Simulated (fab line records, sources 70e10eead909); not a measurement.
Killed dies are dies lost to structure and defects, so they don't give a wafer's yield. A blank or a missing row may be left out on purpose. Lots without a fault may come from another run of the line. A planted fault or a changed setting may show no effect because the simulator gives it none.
Chamber matching | flow nand_harc | NHARC_P_GATE_STRIP_101 on rie_diel-09: 4 sister chambers
The step strips in O2, time 20 s. 8 wafers are shown with their chamber, then 7 later ones without.

WAFERS WITH THEIR CHAMBER
wafer  | chamber | drypump_motor_current_A (A) | showerhead_plenum_p_Torr (Torr)
L078.4 | 1       | 5.8                         | 3.66
L082.2 | 0       | 5.7                         | 3.72
L082.3 | 1       | 5.8                         | 3.66
L088.1 | 2       | 5.8                         | 3.61
L088.5 | 0       | 5.7                         | 3.71
L088.6 | 3       | 4.8                         | 3.59
L085.4 | 2       | 5.7                         | 3.61
L085.5 | 3       | 4.8                         | 3.59

WAFERS WITHOUT THEIR CHAMBER
wafer  | drypump_motor_current_A (A) | showerhead_plenum_p_Torr (Torr)
L085.6 | 5.7                         | 3.71
L087.3 | 5.7                         | 3.61
L087.4 | 5.7                         | 3.70
L087.5 | 5.7                         | 3.61
L097.2 | 4.8                         | 3.58
L097.3 | 5.7                         | 3.69
L097.6 | 5.7                         | 3.69

WHICH CHAMBER EACH WENT THROUGH
wafer  | from the rows above     | in truth
L085.6 | 0                       | 0
L087.3 | 2                       | 2
L087.4 | 0                       | 0
L087.5 | 2                       | 2
L097.2 | 3                       | 3
L097.3 | can't be placed: 0 or 1 | 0
L097.6 | can't be placed: 0 or 1 | 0
Placed correctly: 5 of 7. Can't be placed from these rows: 2 (the true chamber is among the candidates in 2). Placed wrongly: 0.
How it was worked out, from the rows above alone: a wafer's distance from a chamber is the root of the sum, over the readings, of the square of ((its reading less the chamber's mean) divided by the reading's scatter). The wafer belongs to the nearest chamber; if the next one is less than 2 further off, it can't be placed. A chamber's mean is the mean of its shown wafers. The scatter: the root of (the sum of the squares of (reading less its chamber's mean) over the shown wafers, divided by (wafers less chambers)).
